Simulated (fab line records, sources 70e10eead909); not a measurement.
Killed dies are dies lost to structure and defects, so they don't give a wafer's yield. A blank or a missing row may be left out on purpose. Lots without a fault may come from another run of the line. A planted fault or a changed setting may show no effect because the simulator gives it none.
Chamber matching | flow nand_harc | NHARC_P_M0_STRIP_18 on rie_diel-04: 4 sister chambers
The step strips in N2/H2. 16 wafers are shown with their chamber, then 8 later ones without.

WAFERS WITH THEIR CHAMBER
wafer  | chamber | showerhead_plenum_p_Torr (Torr) | oes_product_au (a.u.) | rf_vpp_V (V)
L075.2 | 1       | 2.14                            | 1.004                 | 90.4
L075.3 | 3       | 1.95                            | 1.000                 | 89.9
L075.5 | 0       | 2.10                            | 0.992                 | 90.7
L077.2 | 0       | 2.09                            | 0.999                 | 90.4
L077.4 | 2       | 1.91                            | 0.983                 | 89.5
L077.6 | 0       | 2.09                            | 1.000                 | 89.9
L083.1 | 3       | 1.94                            | 1.003                 | 89.9
L083.4 | 1       | 2.13                            | 1.010                 | 91.1
L083.6 | 3       | 1.94                            | 1.011                 | 90.0
L085.2 | 1       | 2.13                            | 1.008                 | 90.1
L085.3 | 2       | 1.90                            | 0.991                 | 88.7
L085.5 | 1       | 2.13                            | 1.008                 | 91.1
L084.4 | 0       | 2.08                            | 0.997                 | 91.9
L084.5 | 2       | 1.90                            | 0.990                 | 90.1
L084.6 | 3       | 1.94                            | 0.986                 | 90.4
L092.1 | 3       | 1.93                            | 1.000                 | 89.9

SIGNATURES (means of the wafers above)
reading                  | chamber 0 | chamber 1 | chamber 2 | chamber 3 | scatter within a chamber
showerhead_plenum_p_Torr | 2.0900    | 2.1325    | 1.9033    | 1.9400    | 0.00672
oes_product_au           | 0.99700   | 1.00750   | 0.98800   | 1.00000   | 0.00592
rf_vpp_V                 | 90.725    | 90.675    | 89.433    | 90.020    | 0.585
Rule: a wafer's distance from a chamber is the root of the sum, over the readings, of the square of ((its reading less the chamber's mean) divided by the reading's scatter). The wafer belongs to the nearest chamber; if the next one is less than 2 further off, it can't be placed. The scatter: the root of (the sum of the squares of (reading less its chamber's mean) over the shown wafers, divided by (wafers less chambers)).

WAFERS WITHOUT THEIR CHAMBER
wafer  | showerhead_plenum_p_Torr (Torr) | oes_product_au (a.u.) | rf_vpp_V (V)
L092.2 | 2.08                            | 0.978                 | 90.3
L092.6 | 1.90                            | 0.988                 | 88.7
L093.2 | 1.89                            | 1.004                 | 88.4
L093.3 | 2.12                            | 1.001                 | 92.3
L093.4 | 2.07                            | 0.975                 | 91.8
L096.1 | 2.12                            | 0.995                 | 92.5
L096.3 | 1.92                            | 1.001                 | 89.5
L096.4 | 2.07                            | 0.979                 | 90.4

WHICH CHAMBER EACH WENT THROUGH
wafer  | from the rows above     | in truth
L092.2 | 0                       | 0
L092.6 | 2                       | 2
L093.2 | 2                       | 2
L093.3 | can't be placed: 1 or 0 | 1
L093.4 | 0                       | 0
L096.1 | can't be placed: 1 or 0 | 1
L096.3 | can't be placed: 3 or 2 | 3
L096.4 | 0                       | 0
Placed correctly: 5 of 8. Can't be placed from these rows: 3 (the true chamber is among the candidates in 3). Placed wrongly: 0.
